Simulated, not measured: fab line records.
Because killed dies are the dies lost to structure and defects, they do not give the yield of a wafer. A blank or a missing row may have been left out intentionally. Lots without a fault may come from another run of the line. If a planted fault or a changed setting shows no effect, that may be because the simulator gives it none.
Matching of chambers    flow n5_finfet    N5_BEOL_M15_DESCUM_33 on rie_diel-01: 4 sister chambers
The step chemistry O2, time 7.9 s. 4 wafers are shown with their chamber, then 8 later ones without.

WAFERS, EACH WITH ITS CHAMBER
wafer   chamber  throttle_valve_pct (%)
L086.5  3        20.39
L087.3  2        20.60
L087.6  1        20.64
L089.2  0        19.94

WAFERS MISSING THEIR CHAMBER
wafer   throttle_valve_pct (%)
L089.4  20.63
L089.6  20.63
L091.1  20.65
L091.2  19.94
L091.4  19.94
L096.4  19.96
L096.5  19.95
L096.6  20.67

WHICH CHAMBER EACH ONE RAN IN
wafer   from the rows above      in truth
L089.4  can't be placed: 1 or 2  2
L089.6  can't be placed: 1 or 2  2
L091.1  1                        1
L091.2  0                        0
L091.4  0                        0
L096.4  0                        0
L096.5  0                        0
L096.6  1                        1
Correctly placed: 6 of 8. Cannot be placed on the basis of these rows: 2; the candidates contain the true chamber in 2. 0 placed wrongly.
How it was worked out, from the rows above alone: a wafer's distance from a chamber is the root of the sum, over the readings, of the square of ((its reading less the chamber's mean) divided by the reading's scatter). The wafer belongs to the nearest chamber; if the next one is less than 2 further off, it can't be placed. A chamber's mean is the mean of its shown wafers. The scatter: with one shown wafer a chamber, the root of the mean of the squares of how far each hidden wafer lies from its nearest shown one.
